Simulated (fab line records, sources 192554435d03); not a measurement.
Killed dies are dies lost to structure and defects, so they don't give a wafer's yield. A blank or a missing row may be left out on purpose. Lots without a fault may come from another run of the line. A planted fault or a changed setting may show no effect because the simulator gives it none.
A struck lot beside a sound one | flow n5_finfet | 16 steps out of a route of 1938
Sound: wafers L433.1, L433.2, L433.6. Struck: wafer L425.1. (L425.2 of the same lot was not struck and is left out.) The cause comes at the end.
At each step with rows: each side's tool, then ch and its chambers, then its first start. Under that, the readings that differ: sound wafers | struck wafers | difference of the means | sigmas: that difference in standard deviations of wafers without a fault.
alike: readings whose means differ by less than 2 such deviations, and words and numbers that are the same on both sides. not compared: withheld readings, readings that some wafer has no value for, bounds like >300 that may hide the same value, and numbers for which the record gives no deviation and whose values overlap.
The two part at a step that has a row with sigmas, a row that says differs or no value, or rows on one side only. Numbers that don't overlap but have no deviation are shown without sigmas and don't part them. A reading that every wafer of one side lacks parts them only if that side has two wafers or more.

first, 7 steps without rows for these wafers: N5_MOL_CONTACT_COAG_COAT_77 (time 60 s, resist thk 10 nm); N5_MOL_CONTACT_COAG_COAT_78 (resist thk 40 nm); N5_MOL_CONTACT_COAG_EBR_80; N5_MOL_CONTACT_COAG_SOFTBAKE_79 (time 60 s); N5_MOL_CONTACT_COAG_EXPOSE_81 (exposes mask VG, defocus 0 nm); N5_MOL_CONTACT_COAG_PEB_82 (peb time 60 s); N5_MOL_CONTACT_COAG_DEVELOP_83 (develop time 30 s).
N5_MOL_CONTACT_COAG_CD_MEAS_84: target cd 25.1 nm.
  sound on cd_sem-01 ch 0, day 9 23:59; struck on cd_sem-01 ch 0, day 8 02:04
  alike: cd_nm
N5_MOL_CONTACT_COAG_OVL_MEAS_85:
  sound on overlay-01 ch 0, day 10 00:01; struck on overlay-01 ch 0, day 8 02:05
  reading     | sound       | struck | difference | sigmas
  VG_OVL (nm) | 0.3 1.1 1.2 | -1.0   | -1.9       | -2
N5_MOL_CONTACT_COAG_INSPECT_57: inspects for defects (brightfield).
  sound on defect_inspect-02, day 10 00:05; struck on defect_inspect-02, day 8 02:09
  alike: raw_defect_count
N5_MOL_CONTACT_COAG_DESCUM_88: chemistry O2, time 7 s.
  sound on rie_diel-03 ch 2,3, day 10 00:23; struck on rie_diel-01 ch 0, day 8 02:13
  alike: drypump_motor_current_A, oes_product_au, rf_vpp_V, showerhead_plenum_p_Torr, temp_c, throttle_valve_pct
  not compared: rf_hours_counter_h
N5_MOL_CONTACT_COAG_ETCH_89: etches underlayer in N2/H2, target depth 13 nm, time 10.4 s.
  sound on rie_diel-03 ch 2,3, day 10 00:25; struck on rie_diel-01 ch 0, day 8 02:16
  alike: drypump_motor_current_A, etch_rf_on_time_s, oes_product_au, rf_vpp_V, showerhead_plenum_p_Torr, throttle_valve_pct
  not compared: rf_hours_counter_h
N5_MOL_CONTACT_COAG_ETCH_90: etches SiARC in CF4, target depth 13 nm, time 21.7 s.
  sound on rie_diel-03 ch 2,3, day 10 00:26; struck on rie_diel-01 ch 0, day 8 02:17
  reading               | sound          | struck | difference | sigmas
  etch_rf_on_time_s (s) | 20.6 21.3 20.4 | 14.2   | -6.6       | -11
  oes_product_au (a.u.) | 0.71 0.63 0.72 | 0.88   | +0.19      | +2
  alike: drypump_motor_current_A, rf_vpp_V, showerhead_plenum_p_Torr, throttle_valve_pct
  not compared: rf_hours_counter_h
N5_MOL_CONTACT_COAG_ALD_131: deposits SiO2, target thk 5 nm, pulse time 1 s, co reactant pulse time 1 s.
  sound on ald_sin-04 ch 0,1,2, day 10 00:31; struck on ald_sin-01 ch 0, day 8 02:22
  alike: heater_power_w, precursor_pulse_height_rel
-- the record jumps here: 3 days lie between the struck wafers' starts before and after (it left off in module MOL_CONTACT_COAG and takes up again in module BEOL_M4, whose first step shown is number 1111 of the route) --
N5_BEOL_M4_RC_MEAS_101:
  sound on prober-01 ch 0, day 12 22:20; struck on prober-02 ch 0, day 11 11:13
  alike: DIBL_N, DIBL_P, IOFF_N, IOFF_P, ION_N, ION_P, SS_N, SS_P, VT_N, VT_P
-- the record jumps here: 5 days lie between the struck wafers' starts before and after (it left off in module BEOL_M4 and takes up again in module PASSIVATION, whose first step shown is number 1936 of the route) --
N5_PASSIVATION_PROBE_49:
  the record has rows for the struck wafers here (prober-02, day 16 01:05) and none for the sound ones

WHERE THEY PART
First at N5_MOL_CONTACT_COAG_OVL_MEAS_85; last, within this record, at N5_PASSIVATION_PROBE_49.

WHY: what the simulator had put in
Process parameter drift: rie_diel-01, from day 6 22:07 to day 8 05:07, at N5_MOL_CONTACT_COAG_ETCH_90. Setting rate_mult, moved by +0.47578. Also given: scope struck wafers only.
